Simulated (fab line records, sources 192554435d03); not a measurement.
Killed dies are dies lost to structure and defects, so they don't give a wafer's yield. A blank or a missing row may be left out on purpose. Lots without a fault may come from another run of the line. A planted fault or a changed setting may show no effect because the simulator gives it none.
A struck lot beside a sound one | flow n5_finfet | 13 steps out of a route of 1938
Sound: wafers L941.1, L941.4, L941.5. Struck: wafers L948.2, L948.5, L948.6. The cause comes at the end.
At each step with rows: each side's tool, then ch and its chambers, then its first start. Under that, the readings that differ: sound wafers | struck wafers | difference of the means | sigmas: that difference in standard deviations of wafers without a fault.
alike: readings whose means differ by less than 2 such deviations, and words and numbers that are the same on both sides. not compared: withheld readings, readings that some wafer has no value for, bounds like >300 that may hide the same value, and numbers for which the record gives no deviation and whose values overlap.
The two part at a step that has a row with sigmas, a row that says differs or no value, or rows on one side only. Numbers that don't overlap but have no deviation are shown without sigmas and don't part them. A reading that every wafer of one side lacks parts them only if that side has two wafers or more.

first, 9 steps without rows for these wafers: N5_BEOL_M0_SAQP_PEB_12 (peb time 60 s); N5_BEOL_M0_SAQP_DEVELOP_13 (develop time 30 s); N5_BEOL_M0_SAQP_DESCUM_19 (chemistry O2, time 7.9 s); N5_BEOL_M0_SAQP_ETCH_83 (etches SiARC in CF4, target depth 39 nm, time 65 s); N5_BEOL_M0_SAQP_ETCH_84 (etches SOC in N2/H2, target depth 100 nm, overetch 20 nm, time 150 s); N5_BEOL_M0_SAQP_STRIP_80 (strips in N2/H2); N5_BEOL_M0_SAQP_HM_OPEN_112 (chemistry CHF3/O2, target SiO2, stops on a-Si, target depth 12 nm, time 13.5 s); N5_BEOL_M0_SAQP_STRIP_113 (strips in CHF3/O2); N5_BEOL_M0_SAQP_MANDREL_ETCH_20 (etches a-Si in HBr/Cl2, stops on SiNx, target depth 60 nm, bt time 10 s, time 30 s).
N5_BEOL_M0_SAQP_STRIP_86: strips in N2/H2.
  sound on rie_diel-04 ch 0,2,3, day 8 16:27; struck on rie_diel-04 ch 0,1,2, day 10 06:38
  reading                | sound             | struck            | difference | sigmas
  h2_flow_sccm (sccm)    | 299.2 299.8 298.6 | 269.7 268.6 269.5 | -29.9      | -33
  throttle_valve_pct (%) | 19.2 19.0 19.2    | 17.4 17.8 17.5    | -1.6       | -5
  alike: drypump_motor_current_A, n2_flow_sccm, oes_product_au, rf_vpp_V, showerhead_plenum_p_Torr, temp_c
  not compared: rf_hours_counter_h
then, 1 step without rows for these wafers: N5_BEOL_M0_SAQP_STRIP_115 (strips in post etch residue remover, time 60 s).
-- the record jumps here: 2 days lie between the struck wafers' starts before and after (it left off in module BEOL_M0_SAQP and takes up again in module BEOL_M4, whose first step shown is number 1111 of the route) --
N5_BEOL_M4_RC_MEAS_101:
  sound on prober-02 ch 0, day 11 00:00; struck on prober-01 ch 0, day 12 11:35
  reading       | sound       | struck      | difference | sigmas
  ION_P (uA/um) | 443 447 451 | 462 469 463 | +18        | +2
  alike: DIBL_N, DIBL_P, IOFF_N, IOFF_P, ION_N, SS_N, SS_P, VT_N, VT_P
N5_PASSIVATION_PROBE_49:
  the record has rows for the sound wafers here (prober-01, day 15 11:29) and none for the struck ones

WHERE THEY PART
First at N5_BEOL_M0_SAQP_STRIP_86; last, within this record, at N5_PASSIVATION_PROBE_49.

WHY: what the simulator had put in
Process parameter drift: rie_diel-04, from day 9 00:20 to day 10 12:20, at N5_BEOL_M0_SAQP_STRIP_86. Setting h2_flow_sccm, moved by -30, from 300. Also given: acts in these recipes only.
